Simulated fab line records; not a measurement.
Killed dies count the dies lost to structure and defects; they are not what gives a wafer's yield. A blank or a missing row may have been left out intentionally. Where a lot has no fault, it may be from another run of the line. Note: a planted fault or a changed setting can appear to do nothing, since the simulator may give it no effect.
Which tool was responsible? ; flow n5_finfet ; 10 lots, 30 wafers sampled, at 2 steps of a route of 1938

## WHAT EACH GAUGE READ, for each wafer
N5_PASSIVATION_INSPECT_61: inspects for defects (macro). Usual: raw_defect_count reads 2.1 (standard deviation 1.4).
lot;measured;on;raw_defect_count;flag
L644;day 11 16:17;defect_inspect-01;3 2 3;
L647;day 12 22:02;defect_inspect-01;1 2 5;
L646;day 12 23:56;defect_inspect-02;1 1 2;
L649;day 13 07:58;defect_inspect-02;1 0 0;
L651;day 14 00:50;defect_inspect-02;0 4 1;
L652;day 14 10:23;defect_inspect-02;2 2 3;
L660;day 17 02:10;defect_inspect-01;1 1 3;
L662;day 17 09:14;defect_inspect-01;2 1 1;
L664;day 18 05:31;defect_inspect-02;3 1 2;
L665;day 18 05:21;defect_inspect-02;4 2 5;

## WHICH TOOL RAN EACH LOT (tool, then ch and the chambers of the sampled wafers, then the start)
lot;N5_BEOL_M15_PRE_CLEAN_42
L644;pvd_sputter-02, day 11 07:24
L647;pvd_sputter-03, day 12 15:05
L646;pvd_sputter-02, day 12 15:08
L649;pvd_sputter-03, day 12 22:11
L651;pvd_sputter-03, day 13 16:52
L652;pvd_sputter-02, day 14 02:59
L660;pvd_sputter-03, day 16 17:17
L662;pvd_sputter-02, day 16 23:45
L664;pvd_sputter-01, day 17 16:44
L665;pvd_sputter-02, day 17 17:48
- N5_BEOL_M15_PRE_CLEAN_42: time 30 s.

## AS READ BY THE TOOLS THEMSELVES (means over the sampled wafers that have a number; for cases with no such wafer, the mark the record gives instead)
N5_BEOL_M15_PRE_CLEAN_42. Usual: heater_power_w reads 474 W (standard deviation 40).
lot;tool;heater_power_w (W);flag
L644;pvd_sputter-02;498;
L647;pvd_sputter-03;463;
L646;pvd_sputter-02;487;
L649;pvd_sputter-03;485;
L651;pvd_sputter-03;451;
L652;pvd_sputter-02;469;
L660;pvd_sputter-03;466;
L662;pvd_sputter-02;492;
L664;pvd_sputter-01;405;
L665;pvd_sputter-02;494;

## THE ANSWER, worked out from the rows above alone
Rule: lot off if the mean of its wafers having a number is beyond 3 standard deviations from the usual mean. Also off: a lot with no number at a reading for which 4 or more lots have one. All remaining lots with rows at the step are treated as sound. The gauges are gone through in route order, then the tools' own readings, and for those a lot's mean is taken as printed above. At the first step where some lot is off, the reading lying furthest off is the one used; lots without a number count as furthest.
No lot is off at any reading shown: from this, nothing can be told.

## WHAT THE SIMULATOR HAD PUT IN
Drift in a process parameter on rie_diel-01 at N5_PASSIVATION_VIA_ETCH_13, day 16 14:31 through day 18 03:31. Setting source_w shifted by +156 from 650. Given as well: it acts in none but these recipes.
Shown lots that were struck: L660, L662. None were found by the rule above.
